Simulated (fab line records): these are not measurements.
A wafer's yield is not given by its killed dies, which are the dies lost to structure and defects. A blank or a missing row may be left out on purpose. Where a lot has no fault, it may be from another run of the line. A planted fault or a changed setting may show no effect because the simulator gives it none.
Chamber matching + flow n5_finfet + rie_diel-06 running N5_BEOL_M14_DESCUM_33: 4 sister chambers
The step chemistry O2, time 7.9 s. 16 wafers are shown with their chamber, then 8 later ones without.

== WAFERS WITH THEIR CHAMBER ==
| wafer  | chamber | drypump_motor_current_A (A) | showerhead_plenum_p_Torr (Torr) | throttle_valve_pct (%) |
|--------|---------|-----------------------------|---------------------------------|------------------------|
| L074.1 | 2       | 6.3                         | 2.04                            | 19.97                  |
| L074.3 | 0       | 5.7                         | 2.16                            | 20.55                  |
| L074.6 | 1       | 6.6                         | 2.17                            | 20.60                  |
| L076.1 | 3       | 5.4                         | 2.24                            | 20.46                  |
| L076.3 | 1       | 6.6                         | 2.17                            | 20.62                  |
| L076.6 | 1       | 6.6                         | 2.17                            | 20.60                  |
| L082.1 | 0       | 5.8                         | 2.15                            | 20.16                  |
| L082.3 | 1       | 6.6                         | 2.16                            | 20.60                  |
| L082.5 | 2       | 6.3                         | 2.03                            | 19.97                  |
| L085.3 | 0       | 5.7                         | 2.15                            | 20.17                  |
| L085.5 | 0       | 5.7                         | 2.15                            | 20.17                  |
| L085.6 | 2       | 6.3                         | 2.03                            | 19.99                  |
| L090.1 | 2       | 6.3                         | 2.02                            | 20.00                  |
| L090.3 | 1       | 6.6                         | 2.16                            | 20.29                  |
| L090.5 | 1       | 6.6                         | 2.16                            | 20.29                  |
| L093.3 | 1       | 6.6                         | 2.16                            | 20.29                  |

SIGNATURES (means of the wafers above)
| reading                  | chamber 0 | chamber 1 | chamber 2 | chamber 3 | scatter within a chamber |
|--------------------------|-----------|-----------|-----------|-----------|--------------------------|
| drypump_motor_current_A  | 5.725     | 6.600     | 6.300     | 5.400     | 0.025                    |
| showerhead_plenum_p_Torr | 2.1525    | 2.1643    | 2.0300    | 2.2400    | 0.0061                   |
| throttle_valve_pct       | 20.2625   | 20.4700   | 19.9825   | 20.4600   | 0.153                    |
Rule: for each reading, subtract the chamber's mean from the wafer's reading, divide by that reading's scatter and square the result; add these up over the readings and take the root, which gives the wafer's distance from the chamber. If the next closest chamber is less than 2 further off than the closest, the wafer can't be placed; otherwise it belongs to the closest. How the scatter is found: for the shown wafers, subtract from each reading the mean of its chamber, square and add these, divide the total by (wafers less chambers), then take the root.

== WAFERS WITHOUT THEIR CHAMBER ==
| wafer  | drypump_motor_current_A (A) | showerhead_plenum_p_Torr (Torr) | throttle_valve_pct (%) |
|--------|-----------------------------|---------------------------------|------------------------|
| L093.4 | 5.8                         | 2.15                            | 20.20                  |
| L093.6 | 5.4                         | 2.23                            | 20.51                  |
| L092.3 | 5.4                         | 2.23                            | 20.52                  |
| L092.4 | 6.3                         | 2.02                            | 20.02                  |
| L092.6 | 5.7                         | 2.14                            | 20.21                  |
| L097.1 | 6.3                         | 2.02                            | 20.02                  |
| L097.2 | 5.7                         | 2.14                            | 20.23                  |
| L097.3 | 5.4                         | 2.23                            | 20.54                  |

== WHICH CHAMBER EACH WENT THROUGH ==
| wafer  | from the rows above | in truth |
|--------|---------------------|----------|
| L093.4 | 0                   | 0        |
| L093.6 | 3                   | 3        |
| L092.3 | 3                   | 3        |
| L092.4 | 2                   | 2        |
| L092.6 | 0                   | 0        |
| L097.1 | 2                   | 2        |
| L097.2 | 0                   | 0        |
| L097.3 | 3                   | 3        |
Correct placement for 8 of the 8. Left unplaced by these rows: 0. Number placed wrongly: 0.
